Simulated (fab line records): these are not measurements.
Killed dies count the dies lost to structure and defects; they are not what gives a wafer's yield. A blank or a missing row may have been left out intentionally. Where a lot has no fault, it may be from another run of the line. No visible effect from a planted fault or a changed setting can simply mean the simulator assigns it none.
Matching of chambers | flow nand harc | NHARC_A_CHANNEL_FILL_D2_CMP_10 on cmp-01: 4 sister chambers
The step polishes, target thk 150 nm. 4 wafers are shown with their chamber, then 10 later ones without.

WAFERS PAIRED WITH THEIR CHAMBERS
wafer  | chamber | motor current A (A)
L088.4 | 0       | 11.7
L088.5 | 2       | 11.2
L090.1 | 3       | 12.5
L090.2 | 1       | 10.4

WAFERS WITHOUT THEIR CHAMBER
wafer  | motor current A (A)
L090.6 | 12.4
L092.1 | 11.4
L092.4 | 12.5
L092.5 | 10.8
L094.2 | 11.9
L094.3 | 10.7
L094.5 | 11.8
L096.2 | 12.1
L096.4 | 11.6
L096.5 | 10.5

CHAMBER TAKEN BY EACH
wafer  | from the rows above     | in truth
L090.6 | 3                       | 3
L092.1 | can't be placed: 2 or 0 | 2
L092.4 | 3                       | 3
L092.5 | can't be placed: 2 or 1 | 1
L094.2 | can't be placed: 0 or 3 | 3
L094.3 | can't be placed: 1 or 2 | 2
L094.5 | 0                       | 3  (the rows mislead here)
L096.2 | can't be placed: 0 or 3 | 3
L096.4 | can't be placed: 0 or 2 | 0
L096.5 | 1                       | 1
Correct placement for 3 of the 10. Unplaceable from these rows: 6, with the true chamber sitting among the candidates in 6. 1 placed wrongly.
How it was worked out, from the rows above alone: a wafer's distance from a chamber is the root of the sum, over the readings, of the square of ((its reading less the chamber's mean) divided by the reading's scatter). If the next closest chamber is less than 2 further off than the closest, the wafer can't be placed; otherwise it belongs to the closest. For every chamber, the mean is computed from those of its wafers that are shown. The scatter: with one shown wafer a chamber, the root of the mean of the squares of how far each hidden wafer lies from its nearest shown one.
